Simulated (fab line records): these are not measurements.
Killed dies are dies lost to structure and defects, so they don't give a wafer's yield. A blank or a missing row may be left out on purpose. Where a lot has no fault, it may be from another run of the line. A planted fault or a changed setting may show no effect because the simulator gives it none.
Chamber matching | flow n5 finfet | 3 sister chambers for N5_GATE_CUT_PECVD_57 on pecvd-02
The step deposits SiNx from SiH4/NH3/N2, target thk 21 nm. 6 wafers are shown with their chamber, then 8 later ones without.

== WAFERS, EACH WITH ITS CHAMBER ==
wafer  | chamber | showerhead plenum p Torr (Torr) | heater power w (W)
L089.4 | 2       | 5.10                            | 662
L089.6 | 0       | 5.19                            | 896
L088.1 | 0       | 5.20                            | 866
L088.4 | 1       | 5.11                            | 645
L088.6 | 2       | 5.09                            | 645
L090.1 | 1       | 5.13                            | 663

== WAFERS WHOSE CHAMBER IS MISSING ==
wafer  | showerhead plenum p Torr (Torr) | heater power w (W)
L090.5 | 5.10                            | 719
L090.6 | 5.20                            | 887
L091.2 | 5.09                            | 719
L091.3 | 5.21                            | 921
L091.4 | 5.22                            | 896
L097.1 | 5.09                            | 763
L097.2 | 5.13                            | 644
L097.5 | 5.10                            | 763

== EACH ONE'S CHAMBER ==
wafer  | from the rows above     | in truth
L090.5 | can't be placed: 2 or 1 | 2
L090.6 | 0                       | 0
L091.2 | can't be placed: 2 or 1 | 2
L091.3 | 0                       | 0
L091.4 | 0                       | 0
L097.1 | can't be placed: 2 or 1 | 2
L097.2 | 1                       | 1
L097.5 | can't be placed: 2 or 1 | 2
Placed correctly: 4 of 8. From these rows, 4 cannot be placed; in 4 the true chamber is one of the candidates. Wrongly placed: 0.
How it was worked out, from the rows above alone: a wafer's distance from a chamber is the root of the sum, over the readings, of the square of ((its reading less the chamber's mean) divided by the reading's scatter). If the next closest chamber is less than 2 further off than the closest, the wafer can't be placed; otherwise it belongs to the closest. A chamber's mean is the mean of its shown wafers. The scatter: the root of (the sum of the squares of (reading less its chamber's mean) over the shown wafers, divided by (wafers less chambers)).
